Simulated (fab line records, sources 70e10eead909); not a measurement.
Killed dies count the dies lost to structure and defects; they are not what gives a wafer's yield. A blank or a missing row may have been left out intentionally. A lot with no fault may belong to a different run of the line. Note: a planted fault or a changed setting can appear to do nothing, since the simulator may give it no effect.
Matching of chambers -- flow nand-harc -- ald-hk-03 running NHARC_A_STAIRCASE_ALD_420: 4 sister chambers
The step deposits SiO2, target thk 20 nm, pulse time 6 s, ald cycles 200. 18 wafers are shown with their chamber, then 9 later ones without.

== EACH WAFER AND ITS CHAMBER ==
wafer,chamber,heater-power-w (W),precursor-pulse-height-rel
L074.2,0,493,0.957
L074.3,2,465,0.987
L074.4,3,450,0.982
L077.1,2,452,1.035
L077.5,3,446,0.987
L077.6,0,489,0.956
L080.1,1,509,0.985
L080.3,3,448,1.015
L080.6,1,519,1.035
L090.4,0,469,1.017
L090.5,1,524,1.028
L090.6,0,470,1.019
L092.4,3,467,1.016
L092.5,2,449,1.027
L092.6,3,466,1.001
L093.1,0,478,0.964
L093.3,1,526,1.008
L093.4,2,446,1.020

SIGNATURES, as means of the wafers listed above
reading,chamber 0,chamber 1,chamber 2,chamber 3,scatter within a chamber
heater-power-w,479.80,519.50,453.00,455.40,9.55
precursor-pulse-height-rel,0.98260,1.01400,1.01725,1.00020,0.024
Rule: a wafer's distance from a chamber is the root of the sum, over the readings, of the square of ((its reading less the chamber's mean) divided by the reading's scatter). If the next closest chamber is less than 2 further off than the closest, the wafer can't be placed; otherwise it belongs to the closest. How the scatter is found: for the shown wafers, subtract from each reading the mean of its chamber, square and add these, divide the total by (wafers less chambers), then take the root.

== WAFERS WITH NO CHAMBER GIVEN ==
wafer,heater-power-w (W),precursor-pulse-height-rel
L095.1,459,1.005
L095.2,474,0.997
L095.4,550,1.008
L096.3,466,1.009
L096.4,462,1.014
L096.6,455,0.972
L097.1,462,0.995
L097.2,478,0.961
L097.4,454,1.009

== CHAMBER TAKEN BY EACH ==
wafer,from the rows above,in truth
L095.1,can't be placed: 3 or 2 or 0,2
L095.2,can't be placed: 0 or 3 or 2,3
L095.4,1,1
L096.3,can't be placed: 3 or 2 or 0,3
L096.4,can't be placed: 3 or 2 or 0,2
L096.6,can't be placed: 3 or 2 or 0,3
L097.1,can't be placed: 3 or 2 or 0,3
L097.2,can't be placed: 0 or 3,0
L097.4,can't be placed: 2 or 3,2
Correctly placed: 1 of 9. Cannot be placed on the basis of these rows: 8; the candidates contain the true chamber in 8. Number placed wrongly: 0.
